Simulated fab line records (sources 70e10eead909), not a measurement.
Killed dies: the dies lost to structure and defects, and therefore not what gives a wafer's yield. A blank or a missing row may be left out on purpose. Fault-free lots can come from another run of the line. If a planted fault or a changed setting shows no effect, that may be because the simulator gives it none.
A struck lot beside a sound one :: flow nand harc :: 24 out of 1302 route steps
Sound: these wafers, L899.1, L899.3, L899.4. Struck: wafers L906.1, L906.2, L906.4. The cause is named last.
For every step that has rows: the tool of each side, followed by ch and its chambers, followed by its first start. Under that, the readings that differ: sound wafers :: struck wafers :: difference of the means :: sigmas: that difference in standard deviations of wafers without a fault.
alike: readings whose means differ by less than 2 such deviations, and words and numbers that are the same on both sides. not compared: withheld readings, readings that some wafer has no value for, bounds like >300 that may hide the same value, and numbers for which the record gives no deviation and whose values overlap.
Wherever a step has rows on one side only, a row that says differs or no value, or a row with sigmas, the two part there. Numbers that don't overlap but have no deviation are shown without sigmas and don't part them. A reading that every wafer of one side lacks parts them only if that side has two wafers or more.

NHARC_P_M0_INSPECT_27:
  sound on defect inspect-01, day 8 04:51; struck on defect inspect-01, day 11 05:19
  alike: raw defect count
NHARC_P_M0_PRE_CLEAN_31: time 12 s.
  sound on pecvd-01 ch 0,2, day 8 04:55; struck on pecvd-01 ch 2, day 11 05:23
  alike: heater power w
NHARC_P_M0_DEP_32: deposits SiCN, target thk 30 nm.
  sound on pecvd-01 ch 0,2, day 8 04:59; struck on pecvd-01 ch 2, day 11 05:38
  alike: heater power w
then, 8 steps without rows for these wafers: NHARC_P_M1_DEP_00 (deposits SiOC, target thk 182.5 nm); NHARC_P_M1_DEHYDRATE_01 (time 120 s); NHARC_P_M1_HMDS_02 (time 30 s); NHARC_P_M1_COAT_34 (time 65 s); NHARC_P_M1_COAT_03 (resist thk 90 nm); NHARC_P_M1_SOFTBAKE_04 (time 55 s); NHARC_P_M1_EBR_05; NHARC_P_M1_EXPOSE_06 (exposes mask P M1, target cd 130 nm).
NHARC_P_M1_PEB_07: peb time 65 s.
  sound on litho track-04 ch 0, day 8 06:10; struck on litho track-06 ch 0, day 11 07:12
reading: heater power total W (W)
sound: 157.1 156.5 156.1
struck: 163.4 163.3 162.7
difference: +6.6
sigmas: +16
  alike: chill plate temp C
then, 1 step without rows for these wafers: NHARC_P_M1_DEVELOP_08 (develop time 35 s).
NHARC_P_M1_CD_MEAS_09: the cd target is 130 nm.
  sound on cd sem-01 ch 0, day 8 06:14; struck on cd sem-01 ch 0, day 11 07:17
reading: cd nm (nm)
sound: 130.0 130.5 129.6
struck: 126.3 126.3 127.6
difference: -3.3
sigmas: -5
NHARC_P_M1_OVL_MEAS_10: pitch 260 nm.
  sound on overlay-02, day 8 06:19; struck on overlay-02, day 11 07:22
reading: overlay y nm (nm)
sound: -2.4 -2.8 -2.4
struck: 0.2 0.0 0.5
difference: +2.8
sigmas: +4
  alike: overlay x nm
NHARC_P_M1_INSPECT_11:
  sound on defect inspect-02, day 8 06:22; struck on defect inspect-01, day 11 07:24
  alike: raw defect count
NHARC_P_M1_DESCUM_14: chemistry O2, time 3 s.
  sound on rie diel-01 ch 0,1,2, day 8 06:25; struck on rie diel-04 ch 0,1,3, day 11 07:28
reading: rf hours counter h (h)
sound: 43 46 42
struck: 6 6 6
difference: -38
sigmas: 

reading: model.P_M1.cd nm (nm)
sound: 130.6 130.3 129.4
struck: 126.4 126.5 128
difference: -3.1
sigmas: 
  alike: drypump motor current A, oes product au, rf vpp V, showerhead plenum p Torr, throttle valve pct
NHARC_P_M1_ETCH_35: etches the open film in N2/H2, target depth 40 nm, overetch 12 nm, time 43.94 s.
  sound on rie diel-01 ch 1,2,3, day 8 06:31; struck on rie diel-04 ch 0,2,3, day 11 07:34
reading: rf hours counter h (h)
sound: 43 43 42
struck: 5 6 6
difference: -37
sigmas: 
  alike: drypump motor current A, oes product au, rf vpp V, showerhead plenum p Torr, throttle valve pct
NHARC_P_M1_ETCH_15: etches the open film in C4F8/Ar, target depth 182.5 nm, time 91.2 s.
  sound on rie diel-01 ch 0,1,3; struck on rie diel-04 ch 0,1,2
reading: oes product au (a.u.)
sound: 0.915 0.925 0.936
struck: 0.971 0.976 0.967
difference: +0.046
sigmas: +2

reading: rf hours counter h (h)
sound: 46 43 43
struck: 6 6 5
difference: -38
sigmas: 
  alike: rf vpp V
NHARC_P_M1_CD_MEAS_16:
  sound on cd sem-01, day 8 06:44; struck on cd sem-01, day 11 07:46
reading: cd nm (nm)
sound: 130.6 130.5 129.1
struck: 126.4 126.4 128.0
difference: -3.1
sigmas: -4
NHARC_P_M1_STRIP_18: strips in N2/H2.
  sound on rie diel-04 ch 0,1,3, day 8 06:48; struck on rie diel-01 ch 0,2,3, day 11 07:51
reading: rf hours counter h (h)
sound: 17 17 15
struck: 9 11 9
difference: -7
sigmas: 
  alike: drypump motor current A, oes product au, rf vpp V, showerhead plenum p Torr, throttle valve pct
NHARC_P_M1_ETCH_28: etches the open film in CF4/N2, target depth 30 nm, time 72.99 s.
  sound on rie diel-04 ch 0,2,3; struck on rie diel-01 ch 0,2,3
reading: rf hours counter h (h)
sound: 17 17 15
struck: 11 9 9
difference: -7
sigmas: 

reading: model.P_M1.cd nm (nm)
sound: 129.7 130.7 129.9
struck: 126.9 126.6 128.9
difference: -2.6
sigmas: 
  alike: drypump motor current A, oes product au, rf vpp V, showerhead plenum p Torr, throttle valve pct
then, 1 step without rows for these wafers: NHARC_P_M1_STRIP_19 (strips in post etch residue remover, time 600 s).
-- jump in the record: it breaks off in module P_M1 and resumes in module END (first step shown: number 1302 of the route), and 19 days separate the struck wafers' starts before and after --
NHARC_END_SORT_01:
  here the record holds rows for the struck wafers (prober-01 ch 0, day 29 22:37) but none for the sound ones

== WHERE THEY PART ==
Earliest at NHARC_P_M1_PEB_07; latest, in this record, at NHARC_END_SORT_01.

WHY: the cause the simulator had injected
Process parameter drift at NHARC_P_M1_PEB_07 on litho track-06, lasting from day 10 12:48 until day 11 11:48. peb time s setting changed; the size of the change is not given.
